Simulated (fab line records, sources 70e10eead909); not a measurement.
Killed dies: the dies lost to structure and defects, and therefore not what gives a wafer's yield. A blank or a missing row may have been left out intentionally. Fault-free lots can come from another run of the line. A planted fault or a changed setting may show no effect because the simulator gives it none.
Matching of chambers    flow nand harc    NHARC_P_GATE_ETCH_32 on rie si-03 has 4 sister chambers
The step etches the open film in HBr/Cl2, target depth 150 nm, time 100.1 s. 24 wafers are shown with their chamber, then 12 later ones without.

== EACH WAFER AND ITS CHAMBER ==
wafer   chamber  drypump motor current A (A)  oes product au (a.u.)  throttle valve pct (%)
L078.1  3        6.6                          0.992                  26.416
L078.4  0        6.4                          0.998                  26.411
L078.6  0        6.4                          1.001                  26.402
L080.2  2        5.9                          1.014                  26.426
L080.4  3        6.5                          0.995                  26.408
L080.6  0        6.4                          1.002                  26.395
L081.1  0        6.4                          0.992                  26.400
L081.3  2        6.0                          1.013                  26.404
L081.4  1        5.4                          1.011                  26.399
L084.3  0        6.4                          0.992                  26.407
L084.5  2        5.9                          1.017                  26.418
L084.6  1        5.4                          1.004                  26.396
L087.1  1        5.4                          1.009                  26.409
L087.2  0        6.4                          1.010                  26.405
L087.6  3        6.6                          1.008                  26.414
L086.1  1        5.4                          1.013                  26.402
L086.4  1        5.4                          1.015                  26.398
L086.6  0        6.4                          0.993                  26.424
L089.1  2        6.0                          1.016                  26.388
L089.2  1        5.4                          1.023                  26.392
L089.5  1        5.4                          1.025                  26.412
L090.1  2        6.0                          1.012                  26.406
L090.2  1        5.4                          1.012                  26.397
L090.4  3        6.5                          1.001                  26.400

SIGNATURES (means of the wafers above)
reading                  chamber 0  chamber 1  chamber 2  chamber 3  scatter within a chamber
drypump motor current A  6.400      5.400      5.960      6.550      0.0332
oes product au           0.99829    1.01400    1.01440    0.99900    0.00622
throttle valve pct       26.40629   26.40062   26.40840   26.40950   0.0096
Rule: distance of a wafer from a chamber = root of the sum over the readings of ((wafer's reading minus chamber's mean) / reading's scatter) squared. The wafer belongs to the nearest chamber; if the next one is less than 2 further off, it can't be placed. The scatter is the square root of a quotient: the sum, over the shown wafers, of each reading's squared deviation from its chamber's mean, divided by wafers minus chambers.

== WAFERS MISSING THEIR CHAMBER ==
wafer   drypump motor current A (A)  oes product au (a.u.)  throttle valve pct (%)
L091.1  5.3                          1.017                  26.378
L091.3  6.4                          0.997                  26.408
L091.4  6.0                          1.011                  26.402
L094.3  6.6                          1.011                  26.395
L094.4  6.4                          0.998                  26.395
L094.6  6.4                          0.997                  26.408
L095.1  6.0                          1.004                  26.404
L095.2  6.6                          0.997                  26.422
L095.6  6.6                          0.991                  26.402
L096.2  5.9                          1.000                  26.411
L096.4  6.6                          1.003                  26.396
L096.5  5.4                          1.011                  26.388

== WHICH CHAMBER EACH ONE RAN IN ==
wafer   from the rows above  in truth
L091.1  1                    1
L091.3  0                    0
L091.4  2                    2
L094.3  3                    3
L094.4  0                    0
L094.6  0                    0
L095.1  2                    2
L095.2  3                    3
L095.6  3                    3
L096.2  2                    2
L096.4  3                    3
L096.5  1                    1
Correctly placed: 12 of 12. Number that these rows cannot place: 0. Number placed wrongly: 0.
